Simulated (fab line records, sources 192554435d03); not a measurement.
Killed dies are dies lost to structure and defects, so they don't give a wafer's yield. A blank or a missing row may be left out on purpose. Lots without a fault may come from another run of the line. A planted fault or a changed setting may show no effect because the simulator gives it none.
One fault seen from 2 desks | flow n5_finfet | each desk has only its own numbers; what lay behind them comes last

THE METROLOGY DESK
What the gauges read, lot by lot, whatever tool the lot ran on: means of the sampled wafers that have a number. A lot is out of limits, marked OUT, if its mean lies more than 4 standard deviations from the usual mean; the brackets give that distance.
Columns: A = V4_OVL at N5_BEOL_M5_OVL_MEAS_29, usual -0.4 nm; B = cd_nm at N5_BEOL_M5_CD_MEAS_35, usual 28.1 nm
lot  | first seen here | A    | B
L141 | day 8 07:48     | -0.4 | 28.2
L140 | day 8 11:04     | -0.6 | 27.7
L143 | day 8 23:18     | -0.3 | 28.1
L142 | day 9 05:31     | -0.4 | 28.3
L150 | day 10 15:15    | -0.6 | 28.0
L152 | day 11 12:38    | -0.2 | 27.9
L156 | day 12 01:47    | 0.1  | 28.4
L159 | day 12 17:47    | 0.1  | 28.2
L158 | day 12 21:57    | -0.8 | 28.2
L162 | day 13 10:41    | -0.8 | 28.1
L163 | day 13 16:52    | 0.1  | 27.9
This desk's finding: nothing out of limits on any of the 11 lots.

THE TOOL OWNER'S DESK: rie_diel-02
The tool's own readings at N5_BEOL_M5_VIA_ETCH_34 (etches SiCOH lowk in C4F6/O2, target depth 88.3 nm, time 39.2 s): means of the sampled wafers that have a number, for each lot that ran on this tool. A lot is out of limits, marked OUT, if its mean lies more than 4 standard deviations from the usual mean; the brackets give that distance.
Columns: A = bias_w at N5_BEOL_M5_VIA_ETCH_34, usual 185.0 W; B = drypump_motor_current_A at N5_BEOL_M5_VIA_ETCH_34, usual 5.8 A; C = oes_product_au at N5_BEOL_M5_VIA_ETCH_34, usual 0.80 a.u.; D = rf_vpp_V at N5_BEOL_M5_VIA_ETCH_34, usual 661 V; E = showerhead_plenum_p_Torr at N5_BEOL_M5_VIA_ETCH_34, usual 2.87 Torr; F = throttle_valve_pct at N5_BEOL_M5_VIA_ETCH_34, usual 20.85 %
lot  | first seen here | A               | B   | C    | D              | E    | F
L141 | day 8 08:04     | 185.2           | 5.8 | 0.81 | 659            | 2.91 | 20.99
L150 | day 10 15:54    | 177.3 (-14) OUT | 5.7 | 0.79 | 637            | 2.91 | 21.01
L152 | day 11 12:57    | 169.3 (-28) OUT | 5.9 | 0.81 | 609 (-5.9) OUT | 2.91 | 20.79
L163 | day 13 17:08    | 185.2           | 5.6 | 0.77 | 665            | 3.00 | 20.79
This desk's finding: out of limits on L150, L152; first on L150, day 10 15:54 (bias_w at N5_BEOL_M5_VIA_ETCH_34). In limits: L141, L163.

PUT TOGETHER
The tool owner's desk could have raised an alarm at day 10 15:54, on L150, L152.
The metrology desk saw nothing out of limits.
The metrology desk has L150, L152 on record, within its limits.
Of the lots named, all ran N5_BEOL_M5_VIA_ETCH_34 on rie_diel-02.

WHAT THE SIMULATOR HAD PUT IN
Process parameter drift: rie_diel-02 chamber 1, from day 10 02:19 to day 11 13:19, at N5_BEOL_M5_VIA_ETCH_34. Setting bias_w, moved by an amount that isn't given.
Lots struck among those shown: L150, L152.
Hours from the fault's start to each desk's first reading out of limits: the tool owner's desk, 14.
